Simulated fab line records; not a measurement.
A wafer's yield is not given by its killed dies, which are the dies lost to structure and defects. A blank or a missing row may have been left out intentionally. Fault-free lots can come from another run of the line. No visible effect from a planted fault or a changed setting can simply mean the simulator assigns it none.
Chamber matching | flow n5_finfet | 4 sister chambers for N5_FIN_SAQP_MANDREL_ETCH_58 on rie_si-03
The step etches a-Si in HBr/Cl2, stops on SiNx, target depth 45 nm, bt time 10 s, time 27 s. 8 wafers are shown with their chamber, then 8 later ones without.

## EACH WAFER AND ITS CHAMBER
wafer  | chamber | drypump_motor_current_A (A) | throttle_valve_pct (%)
L081.2 | 0       | 5.2                         | 35.55
L088.4 | 0       | 5.3                         | 35.54
L089.2 | 1       | 5.5                         | 35.39
L089.5 | 3       | 5.4                         | 34.83
L091.3 | 1       | 5.5                         | 35.39
L091.4 | 2       | 6.7                         | 35.48
L091.6 | 3       | 5.4                         | 34.85
L093.4 | 2       | 6.7                         | 35.49

## WAFERS WHOSE CHAMBER IS MISSING
wafer  | drypump_motor_current_A (A) | throttle_valve_pct (%)
L093.5 | 5.4                         | 34.83
L093.6 | 5.5                         | 35.37
L094.2 | 5.5                         | 35.39
L094.3 | 6.7                         | 35.50
L094.4 | 6.7                         | 35.49
L096.1 | 5.3                         | 35.25
L096.2 | 6.7                         | 35.48
L096.6 | 5.3                         | 35.24

## WHICH CHAMBER EACH ONE RAN IN
wafer  | from the rows above | in truth
L093.5 | 3                   | 3
L093.6 | 1                   | 1
L094.2 | 1                   | 1
L094.3 | 2                   | 2
L094.4 | 2                   | 2
L096.1 | 1                   | 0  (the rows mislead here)
L096.2 | 2                   | 2
L096.6 | 1                   | 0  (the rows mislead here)
6 of 8 placed correctly. Number that these rows cannot place: 0. Placed wrongly: 2.
How it was worked out, from the rows above alone: a wafer's distance from a chamber is the root of the sum, over the readings, of the square of ((its reading less the chamber's mean) divided by the reading's scatter). The wafer belongs to the nearest chamber; if the next one is less than 2 further off, it can't be placed. The mean given for a chamber averages the wafers shown for that chamber. The scatter: take each reading less its chamber's mean, square it, sum over the shown wafers, divide by the number of wafers less the number of chambers, and take the root.
